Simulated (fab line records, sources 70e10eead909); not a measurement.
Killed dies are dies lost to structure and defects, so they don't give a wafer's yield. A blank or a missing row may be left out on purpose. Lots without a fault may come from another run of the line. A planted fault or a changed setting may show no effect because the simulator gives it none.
Chamber matching | flow nand_harc | NHARC_A_CHANNEL_FILL_D2_ALD_02 on ald_hk-02: 4 sister chambers
The step deposits SiO2, target thk 6 nm, pulse time 10 s, ald cycles 60. 4 wafers are shown with their chamber, then 12 later ones without.

WAFERS WITH THEIR CHAMBER
wafer  | chamber | heater_power_w (W)
L085.3 | 0       | 513
L093.1 | 1       | 437
L093.4 | 2       | 488
L093.6 | 3       | 444

WAFERS WITHOUT THEIR CHAMBER
wafer  | heater_power_w (W)
L094.2 | 515
L094.3 | 488
L094.6 | 437
L096.1 | 448
L096.2 | 478
L096.3 | 453
L096.4 | 522
L096.5 | 436
L096.6 | 527
L097.1 | 524
L097.2 | 440
L097.5 | 461

WHICH CHAMBER EACH WENT THROUGH
wafer  | from the rows above          | in truth
L094.2 | 0                            | 0
L094.3 | 2                            | 2
L094.6 | can't be placed: 1 or 3      | 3
L096.1 | can't be placed: 3 or 1      | 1
L096.2 | 2                            | 2
L096.3 | can't be placed: 3 or 1      | 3
L096.4 | 0                            | 0
L096.5 | can't be placed: 1 or 3      | 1
L096.6 | 0                            | 0
L097.1 | 0                            | 0
L097.2 | can't be placed: 1 or 3      | 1
L097.5 | can't be placed: 3 or 1 or 2 | 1
Placed correctly: 6 of 12. Can't be placed from these rows: 6 (the true chamber is among the candidates in 6). Placed wrongly: 0.
How it was worked out, from the rows above alone: a wafer's distance from a chamber is the root of the sum, over the readings, of the square of ((its reading less the chamber's mean) divided by the reading's scatter). The wafer belongs to the nearest chamber; if the next one is less than 2 further off, it can't be placed. A chamber's mean is the mean of its shown wafers. The scatter: with one shown wafer a chamber, the root of the mean of the squares of how far each hidden wafer lies from its nearest shown one.
